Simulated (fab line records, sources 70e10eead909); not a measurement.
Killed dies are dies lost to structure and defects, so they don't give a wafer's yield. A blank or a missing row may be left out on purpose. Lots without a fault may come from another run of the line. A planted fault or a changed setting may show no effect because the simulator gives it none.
Which tool did it? | flow nand_harc | 24 lots, 72 wafers sampled, at 4 steps of a route of 1159

WHAT THE GAUGES READ, wafer by wafer
NHARC_P_CONTACT_OVL_MEAS_13.
lot  | measured     | on         | overlay_x_nm (nm) | overlay_y_nm (nm)
L074 | day 5 18:07  | overlay-02 | -0.3 -0.7 -0.5    | 0.0 -0.1 0.4
L075 | day 5 19:17  | overlay-01 | 0.5 0.7 0.2       | -0.1 0.3 -0.1
L076 | day 6 07:59  | overlay-01 | -0.7 -1.0 -0.9    | -1.3 -0.7 -0.4
L077 | day 6 09:17  | overlay-02 | 0.0 0.1 -0.4      | -1.0 -1.6 -1.4
L079 | day 6 14:25  | overlay-01 | 0.7 0.3 0.4       | -0.5 -0.6 -0.3
L078 | day 6 15:15  | overlay-01 | -0.4 -0.5 0.0     | -0.7 -0.8 -0.4
L081 | day 7 08:29  | overlay-02 | 1.4 1.4 1.1       | 0.4 1.2 0.4
L082 | day 7 08:44  | overlay-02 | -0.2 -0.3 -0.3    | 0.1 -0.1 0.3
L080 | day 7 09:26  | overlay-01 | -1.4 -1.6 -1.1    | -1.8 -0.7 -1.0
L083 | day 7 19:26  | overlay-01 | -0.1 0.1 -0.1     | 0.9 1.2 1.2
L084 | day 7 20:40  | overlay-01 | 0.3 0.6 0.1       | 1.3 1.8 1.1
L086 | day 8 20:40  | overlay-01 | -0.7 -0.6 -1.2    | 0.3 0.8 0.2
L085 | day 8 21:34  | overlay-02 | -0.4 -1.0 -0.9    | 0.1 0.0 0.0
L087 | day 8 22:35  | overlay-02 | -0.2 -0.4 -0.4    | 0.3 0.0 0.5
L088 | day 9 03:20  | overlay-01 | 0.4 0.5 0.8       | -1.3 -0.7 -1.4
L089 | day 9 08:31  | overlay-02 | -1.6 -2.3 -1.6    | 1.6 1.8 1.4
L090 | day 9 16:24  | overlay-02 | 1.4 0.8 1.5       | 1.0 0.9 0.0
L091 | day 9 21:46  | overlay-01 | 0.4 0.3 -0.1      | 0.1 0.2 0.2
L093 | day 10 02:41 | overlay-01 | -0.7 0.5 0.3      | 0.0 -0.2 -0.1
L092 | day 10 03:42 | overlay-01 | 1.0 1.8 1.3       | -1.2 -0.9 -1.0
L095 | day 10 20:08 | overlay-02 | 1.3 1.6 1.1       | 0.3 0.2 0.4
L094 | day 10 20:43 | overlay-01 | -0.1 -0.6 -0.4    | 1.8 1.9 1.5
L096 | day 11 03:17 | overlay-02 | 2.1 2.0 2.4       | 0.2 -0.2 -0.1
L097 | day 11 03:51 | overlay-02 | 0.1 -0.5 -0.4     | -0.7 -0.5 -1.0

NHARC_P_M0_THK_MEAS_24: measures by xrf.
lot  | measured     | on            | thk_nm (nm)
L074 | day 6 10:08  | film_metro-01 | 116.1 114.8 117.1
L075 | day 6 10:44  | film_metro-02 | 117.4 118.4 117.8
L076 | day 6 15:56  | film_metro-01 | 116.3 116.5 114.4
L077 | day 6 16:34  | film_metro-01 | 119.4 115.8 116.5
L079 | day 7 00:23  | film_metro-01 | 119.3 117.7 117.3
L078 | day 7 05:08  | film_metro-01 | 119.0 116.0 116.1
L081 | day 7 15:37  | film_metro-02 | 120.0 117.8 116.5
L082 | day 7 15:47  | film_metro-01 | 119.1 117.1 117.5
L080 | day 7 16:30  | film_metro-01 | 118.0 119.9 118.0
L083 | day 8 03:26  | film_metro-01 | 119.4 117.7 117.6
L084 | day 8 04:56  | film_metro-01 | 116.4 116.6 117.4
L086 | day 9 03:18  | film_metro-02 | 118.5 115.3 117.6
L085 | day 9 05:02  | film_metro-02 | 116.9 117.3 118.8
L087 | day 9 06:47  | film_metro-02 | 120.6 120.9 118.0
L088 | day 9 09:55  | film_metro-02 | 116.8 117.7 115.8
L089 | day 9 23:38  | film_metro-01 | 115.9 116.6 117.8
L090 | day 10 06:36 | film_metro-02 | 117.3 119.0 119.1
L091 | day 10 07:45 | film_metro-02 | 115.2 115.3 114.9
L093 | day 10 09:16 | film_metro-02 | 121.3 118.8 119.2
L092 | day 10 10:11 | film_metro-01 | 117.5 117.7 117.4
L095 | day 11 05:48 | film_metro-02 | 117.7 118.1 116.9
L094 | day 11 06:17 | film_metro-02 | 117.9 118.2 117.7
L096 | day 11 13:27 | film_metro-02 | 116.8 118.5 117.8
L097 | day 11 17:08 | film_metro-01 | 117.1 119.2 114.6

NHARC_P_M0_INSPECT_27.
lot  | measured     | on                | raw_defect_count
L074 | day 6 10:18  | defect_inspect-01 | 239 386 304
L075 | day 6 10:53  | defect_inspect-01 | 392 144 393
L076 | day 6 16:07  | defect_inspect-01 | 271 160 121
L077 | day 6 16:43  | defect_inspect-02 | 314 567 276
L079 | day 7 00:32  | defect_inspect-02 | 217 166 201
L078 | day 7 05:18  | defect_inspect-02 | 372 549 278
L081 | day 7 15:47  | defect_inspect-01 | 443 363 260
L082 | day 7 15:57  | defect_inspect-02 | 229 247 189
L080 | day 7 16:39  | defect_inspect-01 | 267 146 199
L083 | day 8 03:36  | defect_inspect-02 | 213 362 297
L084 | day 8 05:06  | defect_inspect-02 | 288 311 420
L086 | day 9 03:28  | defect_inspect-02 | 388 692 588
L085 | day 9 05:12  | defect_inspect-01 | 300 237 264
L087 | day 9 06:57  | defect_inspect-02 | 234 184 247
L088 | day 9 10:04  | defect_inspect-02 | 157 265 160
L089 | day 9 23:47  | defect_inspect-02 | 422 351 217
L090 | day 10 06:46 | defect_inspect-01 | 196 361 318
L091 | day 10 07:55 | defect_inspect-02 | 392 335 387
L093 | day 10 09:26 | defect_inspect-01 | 384 388 354
L092 | day 10 10:20 | defect_inspect-02 | 434 273 221
L095 | day 11 05:58 | defect_inspect-01 | 245 226 122
L094 | day 11 06:27 | defect_inspect-02 | 244 195 177
L096 | day 11 13:37 | defect_inspect-01 | 401 231 195
L097 | day 11 17:18 | defect_inspect-01 | 237 384 285

NHARC_P_M1_CD_MEAS_16.
lot  | measured     | on        | cd_nm (nm)
L074 | day 6 12:14  | cd_sem-02 | 130.9 131.1 130.4
L075 | day 6 12:39  | cd_sem-01 | 129.6 130.8 129.5
L076 | day 6 17:59  | cd_sem-01 | 130.3 129.3 129.2
L077 | day 6 18:44  | cd_sem-01 | 130.0 131.2 129.9
L079 | day 7 02:18  | cd_sem-03 | 129.2 130.1 128.9
L078 | day 7 07:16  | cd_sem-01 | 129.8 130.3 130.1
L081 | day 7 17:46  | cd_sem-02 | 130.3 129.2 131.1
L082 | day 7 17:55  | cd_sem-03 | 130.9 129.7 129.7
L080 | day 7 18:34  | cd_sem-01 | 129.5 130.7 129.8
L083 | day 8 05:25  | cd_sem-01 | 130.1 130.8 129.7
L084 | day 8 06:54  | cd_sem-01 | 129.9 130.2 130.8
L086 | day 9 05:49  | cd_sem-03 | 130.2 130.1 129.6
L085 | day 9 07:05  | cd_sem-03 | 130.5 130.3 131.1
L087 | day 9 09:07  | cd_sem-03 | 129.1 130.9 130.5
L088 | day 9 11:58  | cd_sem-02 | 130.4 129.4 130.9
L089 | day 10 01:36 | cd_sem-03 | 130.1 130.8 129.6
L090 | day 10 08:41 | cd_sem-02 | 128.4 128.4 129.0
L091 | day 10 09:42 | cd_sem-01 | 130.2 128.7 129.0
L093 | day 10 11:23 | cd_sem-03 | 132.3 131.5 130.5
L092 | day 10 12:17 | cd_sem-03 | 130.5 129.9 129.6
L095 | day 11 07:53 | cd_sem-01 | 128.8 129.5 129.2
L094 | day 11 08:19 | cd_sem-02 | 131.1 130.0 130.5
L096 | day 11 15:30 | cd_sem-03 | 130.2 130.6 129.8
L097 | day 11 19:05 | cd_sem-01 | 129.0 128.3 128.8

WHICH TOOL RAN EACH LOT (tool, then ch and the chambers of the sampled wafers, then the start)
The record holds no process step before these readings.

WHAT THE TOOLS THEMSELVES READ (means of the sampled wafers that have a number; where no wafer has one, the mark that the record gives instead)
The record holds no such reading with a usual standard deviation.

THE ANSWER, worked out from the rows above alone
Rule: what is usual is taken from the lots themselves. Put in order of their means at a reading, lots are off if they are a third of the lots or fewer, leave a main group of 4 or more, and stand apart from it by a gap of 3 or more times the standard deviation of the main group's means; of several such gaps the widest counts. A main group whose means are all the same, to the digits that the tables above print for the reading, isn't used. A lot without any number at a reading at which 4 lots or more have one is off too. The other lots that the step has rows for count as sound. The gauges are gone through in route order, then the tools' own readings, and for those a lot's mean is taken as printed above. The first step at which some lot is off is used, and at that step the reading that is off furthest; a lot without a number counts as furthest.
No lot is off at any reading shown: from this, nothing can be told.

WHAT THE SIMULATOR HAD PUT IN
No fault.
